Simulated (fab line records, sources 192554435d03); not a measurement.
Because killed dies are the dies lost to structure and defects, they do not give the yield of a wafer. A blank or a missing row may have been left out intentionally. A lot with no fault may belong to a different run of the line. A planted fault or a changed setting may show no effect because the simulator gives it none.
3 desks looking at one fault + flow n5_finfet + numbers are kept per desk, each desk with only its own; the story behind them comes last
Where a reading is given only as a bound, like >300, the bound stands for it, and a mean or a difference that rests on one is marked > or <: the true number lies beyond.

== THE DEFECT DESK ==
Per lot, the means of the sampled wafers with a number show what the inspections along the route counted. Marked OUT: a lot whose mean sits more than 4 standard deviations from the usual mean, which makes it out of limits; the brackets give that distance.
Columns: A = raw_defect_count at N5_BEOL_M0_CUTY_INSPECT_59, usual 2.2
| lot  | first seen here | A                      |
|------|-----------------|------------------------|
| L761 | day 6 12:43     | 1.0                    |
| L762 | day 6 21:03     | 2.3                    |
| L768 | day 8 05:28     | >297 (+99 or more) OUT |
| L772 | day 9 06:04     | >300 (+99 or more) OUT |
| L773 | day 9 14:19     | >300 (+99 or more) OUT |
| L774 | day 9 22:58     | 1.5                    |
| L777 | day 10 13:41    | 3.0                    |
| L780 | day 11 11:20    | 2.7                    |
| L781 | day 11 12:18    | 1.0                    |
This desk's verdict: out of limits on L768, L772, L773, starting with L768 at day 8 05:28 (raw_defect_count at N5_BEOL_M0_CUTY_INSPECT_59). L761, L762, L774, L777, L780, L781 stayed within limits.

== AT THE METROLOGY DESK ==
What the gauges read for every lot (on any tool): the sampled wafers with a number, averaged. Marked OUT: a lot whose mean sits more than 4 standard deviations from the usual mean, which makes it out of limits; the brackets give that distance. It has 11 readings; the 7 that lie furthest out on some lot are the ones shown.
Columns: A = M0_ABLK_OVL at N5_BEOL_M0_CUTY_OVL_MEAS_58, usual 0.3 nm; B = IOFF_P at N5_BEOL_M4_RC_MEAS_101, usual 0.21 nA/um; C = ION_N at N5_BEOL_M4_RC_MEAS_101, usual 671 uA/um; D = ION_P at N5_BEOL_M4_RC_MEAS_101, usual 460 uA/um; E = SS_P at N5_BEOL_M4_RC_MEAS_101, usual 73.3 mV/dec; F = VT_N at N5_BEOL_M4_RC_MEAS_101, usual 250 mV; G = VT_P at N5_BEOL_M4_RC_MEAS_101, usual -250 mV
| lot  | first seen here | A    | B    | C   | D   | E    | F   | G    |
|------|-----------------|------|------|-----|-----|------|-----|------|
| L761 | day 6 12:42     | 0.9  | 0.19 | 669 | 458 | 73.2 | 250 | -253 |
| L762 | day 6 21:02     | 0.2  | 0.19 | 664 | 454 | 72.9 | 251 | -251 |
| L768 | day 8 05:26     | 0.4  | 0.22 | 676 | 469 | 72.9 | 250 | -248 |
| L772 | day 9 06:03     | -0.1 | 0.20 | 661 | 455 | 73.3 | 251 | -253 |
| L773 | day 9 14:18     | 0.6  | 0.20 | 680 | 461 | 73.4 | 250 | -251 |
| L774 | day 9 22:57     | -0.0 | 0.20 | 676 | 456 | 73.9 | 251 | -254 |
| L777 | day 10 13:40    | 1.0  | 0.18 | 653 | 449 | 73.4 | 254 | -254 |
| L780 | day 11 11:19    | -0.7 | 0.16 | 668 | 458 | 72.3 | 252 | -255 |
| L781 | day 11 12:17    | 0.2  | 0.23 | 678 | 469 | 73.6 | 249 | -246 |
This desk found nothing out of limits on any of the 9 lots.

== AT THE TOOL OWNER'S DESK: rie_diel-03 ==
The tool's own readings at N5_BEOL_M0_SAQP_ETCH_73 (etches SiARC in CF4, target depth 19.5 nm, time 32.5 s): means of the sampled wafers that have a number, for each lot that ran on this tool. Marked OUT: a lot whose mean sits more than 4 standard deviations from the usual mean, which makes it out of limits; the brackets give that distance.
Columns: A = drypump_motor_current_A at N5_BEOL_M0_SAQP_ETCH_73, usual 5.7 A; B = etch_rf_on_time_s at N5_BEOL_M0_SAQP_ETCH_73, usual 32.1 s; C = mfc_ar_sccm at N5_BEOL_M0_SAQP_ETCH_73, usual 100.0 sccm; D = oes_product_au at N5_BEOL_M0_SAQP_ETCH_73, usual 0.66 a.u.; E = rf_vpp_V at N5_BEOL_M0_SAQP_ETCH_73, usual 184.0 V; F = showerhead_plenum_p_Torr at N5_BEOL_M0_SAQP_ETCH_73, usual 2.14 Torr; G = throttle_valve_pct at N5_BEOL_M0_SAQP_ETCH_73, usual 15.70 %
| lot  | first seen here | A   | B    | C     | D    | E     | F    | G     |
|------|-----------------|-----|------|-------|------|-------|------|-------|
| L761 | day 6 11:25     | 5.3 | 32.5 | 100.1 | 0.64 | 184.5 | 2.14 | 15.70 |
| L762 | day 6 19:27     | 5.3 | 32.0 | 100.0 | 0.64 | 183.6 | 2.14 | 15.70 |
| L768 | day 8 04:10     | 5.6 | 32.0 | 100.0 | 0.62 | 183.6 | 2.11 | 15.78 |
| L772 | day 9 04:38     | 6.0 | 31.3 | 99.8  | 0.67 | 183.4 | 2.13 | 15.71 |
| L773 | day 9 13:08     | 5.8 | 32.4 | 99.5  | 0.72 | 184.4 | 2.20 | 15.58 |
This desk found nothing out of limits on any of the 5 lots.

== ALL TOGETHER ==
The defect desk could have raised an alarm at day 8 05:28, on L768, L772, L773.
The metrology desk saw nothing out of limits.
The tool owner's desk saw nothing out of limits.
The metrology desk holds a record of L768, L772, L773, inside its limits.
On record at the tool owner's desk: L768, L772, L773, within its limits.
The lots listed all ran N5_BEOL_M0_SAQP_ETCH_73 on rie_diel-03.

== WHAT HAD BEEN PUT IN BY THE SIMULATOR ==
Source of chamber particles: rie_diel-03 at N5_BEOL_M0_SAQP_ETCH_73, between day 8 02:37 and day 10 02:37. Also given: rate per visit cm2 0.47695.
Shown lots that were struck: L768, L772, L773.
Hours from the fault's start to each desk's first reading out of limits: the defect desk, 3.
